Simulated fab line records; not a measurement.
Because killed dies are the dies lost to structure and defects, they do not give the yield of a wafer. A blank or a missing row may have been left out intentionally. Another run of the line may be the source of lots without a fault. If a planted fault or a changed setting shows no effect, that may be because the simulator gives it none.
Struck lot and sound lot, side by side ; flow n5-finfet ; 16 steps out of a route of 1938
Sound: wafers L150.2, L150.3, L150.5. Struck: wafer L155.4. (L155.3 of the same lot was not struck and is left out.) The cause comes at the end.
At each step with rows: each side's tool, then ch and its chambers, then its first start. Under that, the readings that differ: sound wafers ; struck wafers ; difference of the means ; sigmas: that difference in standard deviations of wafers without a fault.
alike: readings with means less than 2 such deviations apart, plus words and numbers identical on both sides. not compared: withheld readings, readings lacking a value on some wafer, bounds such as >300 that could conceal the same value, and numbers that have no deviation in the record and whose values overlap.
The two part at a step that has a row with sigmas, a row that says differs or no value, or rows on one side only. Non-overlapping numbers with no deviation appear without sigmas and do not part them. A reading that every wafer of one side lacks parts them only if that side has two wafers or more.

N5_MOL_CONTACT_COAG_VIA_ETCH_117: etches SiO2 in C4F6/O2, target depth 40 nm, overetch 8 nm, time 26 s.
  sound on rie-diel-01 ch 0,1,3, day 5 18:56; struck on rie-diel-01 ch 0, day 6 22:06
  alike: drypump-motor-current-A, oes_o_777_au, oes-product-au, rf-vpp-V, showerhead-plenum-p-Torr, throttle-valve-pct
  not compared: rf-hours-counter-h
N5_MOL_CONTACT_COAG_ETCH_124: etches SiNx in CH3F/O2, stops on SiOC, target depth 6.5 nm.
  sound on rie-diel-01 ch 0,1,3, day 5 18:58; struck on rie-diel-01 ch 0, day 6 22:07
  alike: drypump-motor-current-A, oes_o_777_au, oes-product-au, rf-vpp-V, showerhead-plenum-p-Torr, throttle-valve-pct
  not compared: rf-hours-counter-h
N5_MOL_CONTACT_COAG_ETCH_48: etches SiOC in C4F6/O2, target depth 15 nm, overetch 4.5 nm, time 17 s.
  sound on rie-diel-01 ch 0,1,3, day 5 19:01; struck on rie-diel-01 ch 0, day 6 22:10
  alike: drypump-motor-current-A, oes_o_777_au, oes-product-au, rf-vpp-V, showerhead-plenum-p-Torr, throttle-valve-pct
  not compared: rf-hours-counter-h
N5_MOL_CONTACT_COAG_STRIP_72: strips in N2/H2.
  sound on rie-diel-01 ch 0,1,3, day 5 19:04; struck on rie-diel-01 ch 0, day 6 22:13
  alike: drypump-motor-current-A, h2-flow-sccm, oes-product-au, rf-vpp-V, showerhead-plenum-p-Torr, throttle-valve-pct
  not compared: rf-hours-counter-h
then, 3 steps without rows for these wafers: N5_MOL_CONTACT_COAG_STRIP_49 (strips in N2/H2, time 30 s); N5_MOL_CONTACT_COAG_PRECLEAN_138 (cleans in alkaline clean, time 60 s); N5_MOL_CONTACT_COAG_SRD_139 (time 30 s).
N5_MOL_CONTACT_COAG_CD_MEAS_101 targets a cd of 16 nm.
  sound on cd-sem-02 at day 5 19:17; struck on cd-sem-01 at day 6 22:28
  alike: cd-nm
after that, 1 step had no rows for these wafers: N5_MOL_CONTACT_COAG_PRE_CLEAN_121.
N5_MOL_CONTACT_COAG_CVD_140: deposits W, target thk 66.5 nm, time 215 s.
  sound on cvd-w-01 ch 0,1, day 5 19:25; struck on cvd-w-02 ch 1, day 6 22:40
  alike: heater-power-w
then, 2 steps without rows for these wafers: N5_MOL_CONTACT_COAG_PRECLEAN_127 (cleans in DIW, time 57.5 s); N5_MOL_CONTACT_COAG_SRD_128 (dry time 32 s).
N5_MOL_CONTACT_COAG_CMP_52: polishes, stops on SiO2, t overpolish 1.5 s, target thk 66.5 nm.
  sound on cmp-01 ch 0,2,3, day 5 19:47; struck on cmp-01 ch 1, day 6 22:55
reading;sound;struck;difference;sigmas
overpolish-run-s (s);1.507 1.501 1.496;0.043;-1.458;-99 or more
time-to-endpoint-s (s);13.1 9.9 12.2;26.0;+14.3;+6
  alike: motor-current-A
then, 1 step without rows for these wafers: N5_MOL_CONTACT_COAG_ANNEAL_112 (time 1800 s).
N5_MOL_CONTACT_COAG_INSPECT_97: inspects for defects (darkfield).
  sound on defect-inspect-01 at day 5 23:07; struck on defect-inspect-02 at day 7 02:18
reading;sound;struck;difference;sigmas
raw-defect-count;34 33 55;1298;+1257;+70
-- here the record skips 8 days between the struck wafers' starts before and after, leaving off in module MOL_CONTACT_COAG and picking up in module PASSIVATION (first step shown: number 1936 of the route) --
N5_PASSIVATION_PROBE_49:
  only the struck wafers here have rows in the record (prober-02, day 14 20:29); the sound ones have none

## WHERE THEY PART
At N5_MOL_CONTACT_COAG_CMP_52 first; at N5_PASSIVATION_PROBE_49 last (within this record only).

WHY: whatever the simulator had introduced
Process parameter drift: cmp-01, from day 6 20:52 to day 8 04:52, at N5_MOL_CONTACT_COAG_CMP_52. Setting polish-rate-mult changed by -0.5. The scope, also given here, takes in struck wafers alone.
